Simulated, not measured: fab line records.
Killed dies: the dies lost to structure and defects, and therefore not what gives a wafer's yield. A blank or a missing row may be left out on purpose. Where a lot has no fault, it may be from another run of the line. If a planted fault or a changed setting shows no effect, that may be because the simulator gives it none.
A lot that was struck, set against a sound lot / flow n5Finfet / 41 steps out of a route of 1938
Sound: wafers L182.2, L182.3, L182.5. Struck: wafer L190.4 (left out: L190.5, a lot-mate that was not struck); the cause follows at the end.
For every step that has rows: the tool of each side, followed by ch and its chambers, followed by its first start. Under that, the readings that differ: sound wafers / struck wafers / difference of the means / sigmas: that difference in standard deviations of wafers without a fault.
alike: readings whose means differ by less than 2 such deviations, and words and numbers that are the same on both sides. not compared: withheld readings, readings that some wafer has no value for, bounds like >300 that may hide the same value, and numbers for which the record gives no deviation and whose values overlap.
The two part at a step that has a row with sigmas, a row that says differs or no value, or rows on one side only. Numbers that don't overlap but have no deviation are shown without sigmas and don't part them. A reading missing from all wafers of one side parts the sides only when that side holds two or more wafers.

first, 12 steps without rows for these wafers: N5_HKMG_FIN_STRIP_33 (strips in N2/H2); N5_HKMG_FIN_STRIP_34 (strips in CF4); N5_HKMG_FIN_ETCH_35 (etches SOC in N2/H2, target depth 215.8 nm, time 243.4 s); N5_HKMG_FIN_STRIP_92 (strips SOC in N2/H2, time 20 s); N5_HKMG_FIN_WET_ETCH_18 (etches TiN in SC1, time 55 s, target depth 5.2 nm, rinse time 30 s); N5_HKMG_FIN_STRIP_19 (strips in N2/H2, time 360 s); N5_HKMG_FIN_ALD_91 (deposits TiN, target thk 1 nm, pulse time 1 s, purge time 3 s); N5_HKMG_FIN_COAT_85 (time 60 s, resist thk 300 nm); N5_HKMG_FIN_ETCH_86 (etches SOC in N2/H2, stops on TiN, target depth 393.2 nm); N5_HKMG_FIN_STRIP_89 (strips SOC in N2/H2, time 20 s); N5_HKMG_FIN_WET_ETCH_87 (etches TiN in SC1, time 154.2 s, target depth 4.7 nm, rinse time 30 s); N5_HKMG_FIN_STRIP_88 (strips in N2/H2, time 360 s).
N5_HKMG_FIN_NWFM_ALD_20: deposits TiAlC, target thk 2 nm, pulse time 3 s, purge time 2 s.
  sound on aldMetal-03 ch 0,2,3, day 4 16:19; struck on aldMetal-03 ch 0, day 6 12:52
reading=aldCycles; sound=7 7 7; struck=11; difference=+4; sigmas=
reading=model.TiAlC_of_HKMG_FIN_NWFM_ALD_20.thkNm (nm); sound=2 2 2; struck=3.2; difference=+1.2; sigmas=
  alike: heaterPowerOuterW, heaterPowerW, precursorPulseHeightRel
then, 26 steps without rows for these wafers: N5_HKMG_FIN_ALD_71 (deposits TiN, target thk 1 nm, pulse time 1 s, purge time 3 s); N5_HKMG_FIN_COAT_66 (time 60 s, resist thk 300 nm); N5_HKMG_FIN_ETCH_67 (etches SOC in N2/H2, stops on TiN, target depth 388.9 nm); N5_HKMG_FIN_STRIP_90 (strips SOC in N2/H2, time 20 s); N5_HKMG_FIN_WET_ETCH_73 (etches the open film in SC1, time 42.3 s, target depth 1.3 nm, rinse time 30 s); N5_HKMG_FIN_ETCHBACK_68 (etches the open film in Cl2/Ar, stops on HfO2, target depth 0.5 nm); N5_HKMG_FIN_STRIP_69 (strips in N2/H2, time 360 s); N5_HKMG_FIN_ALD_21 (deposits TiN, target thk 1.5 nm, pulse time 1 s, purge time 3 s); N5_HKMG_FIN_ALD_72 (deposits W, target thk 2 nm, pulse time 1 s, purge time 2 s); N5_HKMG_FIN_W_FILL_22 (material W, target thk 60 nm, time 18.2 s); N5_HKMG_FIN_PRECLEAN_83 (cleans in DIW, time 57.5 s); N5_HKMG_FIN_SRD_84 (dry time 32 s); N5_HKMG_FIN_CMP_23 (polishes, stops on SiNx, t overpolish 10 s, target thk 46.326 nm); N5_HKMG_FIN_CMP_94 (polishes, stops on SiNx, t overpolish 4.7 s, target thk 43.299 nm); N5_GATE_CUT_ETCHBACK_00 (etches W in SF6/Cl2); N5_GATE_CUT_ETCH_56 (etches TiN in Cl2/Ar, target depth 21.6 nm); N5_GATE_CUT_ETCHBACK_30 (etches TiN in Cl2/Ar, target depth 3 nm); N5_GATE_CUT_VAPOR_ETCH_60 (etches HfO2 in BCl3/Cl2); N5_GATE_CUT_ETCH_58 (etches SiNx in CH3F/O2, target depth 17 nm, time 128.6 s); N5_GATE_CUT_STRIP_59 (strips in N2/H2, time 20 s); N5_GATE_CUT_PRECLEAN_31 (cleans in DIW, time 300 s); N5_GATE_CUT_SRD_32 (time 30 s); N5_GATE_CUT_SAC_CAP_01 (material SiNx, target thk 24 nm, pulse time 1 s, ald cycles 480); N5_GATE_CUT_PECVD_57 (deposits SiNx from SiH4/NH3/N2, target thk 21 nm); N5_GATE_CUT_CMP_02 (polishes, stops on SiO2, t overpolish 12.7 s, target thk 0 nm); N5_GATE_CUT_HM_DEP_46 (deposits SiO2 from TEOS/O2, target thk 130 nm, time 26.6 s).
-- here the record skips 5 days between the struck wafers' starts before and after, leaving off in module GATE_CUT and picking up in module BEOL_M4 (first step shown: number 1111 of the route) --
N5_BEOL_M4_RC_MEAS_101:
  sound on prober-02 ch 0, day 9 15:51; struck on prober-02 ch 0, day 11 21:32
reading=DIBL_N (mV/V); sound=35.1 31.4 29.9; struck=38.8; difference=+6.7; sigmas=+3
reading=DIBL_P (mV/V); sound=37.4 32.0 30.3; struck=40.7; difference=+7.5; sigmas=+3
reading=IOFF_N (nA/um); sound=0.16 0.11 0.08; struck=1.32; difference=+1.20; sigmas=+34
reading=IOFF_N_85C (nA/um); sound=3.2 2.2 1.8; struck=18.5; difference=+16.1; sigmas=+28
reading=IOFF_N_LIN (nA/um); sound=0.077 0.054 0.043; struck=0.587; difference=+0.529; sigmas=+41
reading=IOFF_N_LONG (nA/um); sound=5.34e-05 5.45e-05 5.49e-05; struck=0.0002861; difference=+0.0002318; sigmas=+99 or more
reading=IOFF_P_LONG (nA/um); sound=0.000107 0.000108 0.000111; struck=7.1e-05; difference=-3.8e-05; sigmas=-5
reading=ION_N (uA/um); sound=676 659 643; struck=789; difference=+130; sigmas=+10
reading=SS_P (mV/dec); sound=72.7 71.6 71.0; struck=73.6; difference=+1.8; sigmas=+2
reading=VT_N (mV); sound=252 255 257; struck=193; difference=-62; sigmas=-18
reading=VT_N_LONG (mV); sound=274.9 275.5 275.4; struck=221.1; difference=-54.2; sigmas=-29
reading=VT_N_LVT (mV); sound=96 102 106; struck=42; difference=-59; sigmas=-16
reading=VT_P (mV); sound=-248 -252 -256; struck=-258; difference=-6; sigmas=-2
reading=VT_P_LONG (mV); sound=-276.0 -276.7 -275.8; struck=-294.9; difference=-18.7; sigmas=-7
reading=VT_P_LVT (mV); sound=-96.3 -101.4 -103.7; struck=-108.7; difference=-8.2; sigmas=-3
  alike: IOFF_P, ION_P, SS_N
-- a jump in the record: the struck wafers' starts before and after are 4 days apart (it breaks off in module BEOL_M4 and resumes in module PASSIVATION, where the first step shown is number 1936 of the route) --
N5_PASSIVATION_PROBE_49:
  rows exist in the record for the struck wafers here (prober-01, day 16 02:55), but not for the sound ones

## WHERE THEY PART
At N5_BEOL_M4_RC_MEAS_101 first; at N5_PASSIVATION_PROBE_49 last (within this record only).

WHY: what the simulator had put in
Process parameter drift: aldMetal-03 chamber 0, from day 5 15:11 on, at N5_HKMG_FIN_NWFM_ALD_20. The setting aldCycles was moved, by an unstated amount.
